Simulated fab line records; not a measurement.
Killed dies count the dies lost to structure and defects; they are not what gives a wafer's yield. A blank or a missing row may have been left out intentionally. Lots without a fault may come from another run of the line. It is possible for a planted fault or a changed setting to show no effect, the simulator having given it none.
A lot that was struck, set against a sound lot + flow nand-harc + 13 out of 1302 route steps
Sound: the wafers L683.1, L683.2, L683.5. The struck wafers were L690.2, L690.3, L690.6. Last of all comes the cause.
Each step with rows lists, per side, the tool, then ch with its chambers, then its first start. Under that, the readings that differ: sound wafers + struck wafers + difference of the means + sigmas: that difference in standard deviations of wafers without a fault.
alike: readings whose means differ by less than 2 such deviations, and words and numbers that are the same on both sides. not compared: withheld readings, readings that some wafer has no value for, bounds like >300 that may hide the same value, and numbers for which the record gives no deviation and whose values overlap.
The two part at a step that has a row with sigmas, a row that says differs or no value, or rows on one side only. Numbers that don't overlap but have no deviation are shown without sigmas and don't part them. Lack of a reading on every wafer of one side parts them only where that side has two or more wafers.

NHARC_P_START_INSPECT_01:
  struck on defect-inspect-01, day 5 04:02; sound on defect-inspect-01, day 2 06:02
  alike: raw-defect-count
then, 9 steps without rows for these wafers: NHARC_P_ZERO_WELL_PRECLEAN_00 (cleans in SPM, time 600 s); NHARC_P_ZERO_WELL_SRD_01; NHARC_P_ZERO_WELL_PECVD_02 (deposits SiO2, target thk 10 nm); NHARC_P_ZERO_WELL_DEHYDRATE_03 (time 120 s); NHARC_P_ZERO_WELL_HMDS_04 (time 30 s); NHARC_P_ZERO_WELL_COAT_64 (time 65 s); NHARC_P_ZERO_WELL_COAT_05 (resist thk 600 nm); NHARC_P_ZERO_WELL_SOFTBAKE_06 (time 70 s); NHARC_P_ZERO_WELL_EBR_07.
NHARC_P_ZERO_WELL_EXPOSE_08: exposes mask P ZERO, target cd 500 nm.
  sound on krf-scanner-02 ch 0, day 2 07:05; struck on krf-scanner-01 ch 0, day 5 04:58
| reading                             | sound                | struck            | difference | sigmas |
|-------------------------------------|----------------------|-------------------|------------|--------|
| model.P_ZERO_WELL.overlay-x-nm (nm) | -5.203 -5.203 -5.203 | 146.3 146.3 146.3 | +151.5     |        |
  alike: mask
then, 1 step without rows for these wafers: NHARC_P_ZERO_WELL_PEB_09 (peb time 80 s).
NHARC_END_SORT_01:
  the record has rows for the sound wafers here (prober-02 ch 0, day 24 23:28) and none for the struck ones

## WHERE THEY PART
Within this record, at NHARC_END_SORT_01 only.

WHY: what the simulator had put in
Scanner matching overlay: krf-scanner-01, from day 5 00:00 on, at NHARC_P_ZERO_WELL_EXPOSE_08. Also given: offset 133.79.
